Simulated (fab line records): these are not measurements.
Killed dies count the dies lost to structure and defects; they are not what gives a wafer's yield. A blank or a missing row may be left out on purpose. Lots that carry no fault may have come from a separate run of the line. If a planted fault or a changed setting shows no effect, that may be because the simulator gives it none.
Chamber matching -- flow n5_finfet -- N5_BEOL_M8_DESCUM_16 on rie_diel-06: 4 sister chambers
The step chemistry O2, time 7.9 s. 8 wafers are shown with their chamber, then 7 later ones without.

WAFERS, EACH WITH ITS CHAMBER
wafer,chamber,drypump_motor_current_A (A),throttle_valve_pct (%)
L087.2,3,5.93,20.71
L087.3,2,5.54,20.34
L089.6,0,6.07,20.21
L091.1,2,5.54,20.37
L091.3,1,5.42,20.38
L091.5,1,5.41,20.40
L094.2,3,5.93,20.26
L094.4,0,6.00,20.24

WAFERS WITH NO CHAMBER GIVEN
wafer,drypump_motor_current_A (A),throttle_valve_pct (%)
L094.6,5.94,20.27
L093.3,6.03,20.24
L093.5,5.92,20.25
L093.6,5.53,20.39
L095.1,5.40,20.41
L095.2,5.56,20.38
L095.4,5.55,20.40

EACH ONE'S CHAMBER
wafer,from the rows above,in truth
L094.6,3,3
L093.3,0,0
L093.5,3,3
L093.6,2,2
L095.1,1,1
L095.2,2,2
L095.4,2,2
Correctly placed: 7 of 7. Number that these rows cannot place: 0. Number placed wrongly: 0.
How it was worked out, from the rows above alone: a wafer's distance from a chamber is the root of the sum, over the readings, of the square of ((its reading less the chamber's mean) divided by the reading's scatter). The wafer belongs to the nearest chamber; if the next one is less than 2 further off, it can't be placed. The mean given for a chamber averages the wafers shown for that chamber. The scatter: the root of (the sum of the squares of (reading less its chamber's mean) over the shown wafers, divided by (wafers less chambers)).
